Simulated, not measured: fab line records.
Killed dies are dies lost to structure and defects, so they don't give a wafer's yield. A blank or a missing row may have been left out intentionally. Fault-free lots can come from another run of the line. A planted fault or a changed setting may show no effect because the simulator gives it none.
Matching of chambers ; flow nand_harc ; NHARC_P_BONDPAD_CMP_32 on cmp-04 has 4 sister chambers
The step polishes SiCN, target thk 200 nm. 8 wafers are shown with their chamber, then 9 later ones without.

WAFERS PAIRED WITH THEIR CHAMBERS
wafer;chamber;motor_current_A (A);slurry_filter_dp_kPa (kPa)
L076.4;0;10.8;13.45
L077.4;3;13.8;13.60
L082.1;0;11.1;13.46
L084.5;1;13.2;13.28
L084.6;2;9.7;13.44
L085.2;3;13.4;13.56
L085.3;2;10.6;13.57
L085.5;1;13.6;13.49

WAFERS MISSING THEIR CHAMBER
wafer;motor_current_A (A);slurry_filter_dp_kPa (kPa)
L089.1;10.5;13.61
L089.5;10.9;13.45
L089.6;12.9;13.43
L090.1;13.4;13.30
L090.3;13.0;13.48
L090.5;13.1;13.52
L092.1;10.4;13.54
L092.3;13.4;13.58
L092.5;13.7;13.39

THE CHAMBER EACH PASSED THROUGH
wafer;from the rows above;in truth
L089.1;can't be placed: 2 or 0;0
L089.5;can't be placed: 0 or 2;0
L089.6;can't be placed: 1 or 3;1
L090.1;1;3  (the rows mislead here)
L090.3;can't be placed: 1 or 3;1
L090.5;can't be placed: 3 or 1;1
L092.1;can't be placed: 2 or 0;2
L092.3;can't be placed: 3 or 1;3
L092.5;can't be placed: 1 or 3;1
Placed correctly: 0 of 9. Unplaceable from these rows: 8, with the true chamber sitting among the candidates in 8. Number placed wrongly: 1.
How it was worked out, from the rows above alone: a wafer's distance from a chamber is the root of the sum, over the readings, of the square of ((its reading less the chamber's mean) divided by the reading's scatter). If the next closest chamber is less than 2 further off than the closest, the wafer can't be placed; otherwise it belongs to the closest. The mean given for a chamber averages the wafers shown for that chamber. The scatter: the root of (the sum of the squares of (reading less its chamber's mean) over the shown wafers, divided by (wafers less chambers)).
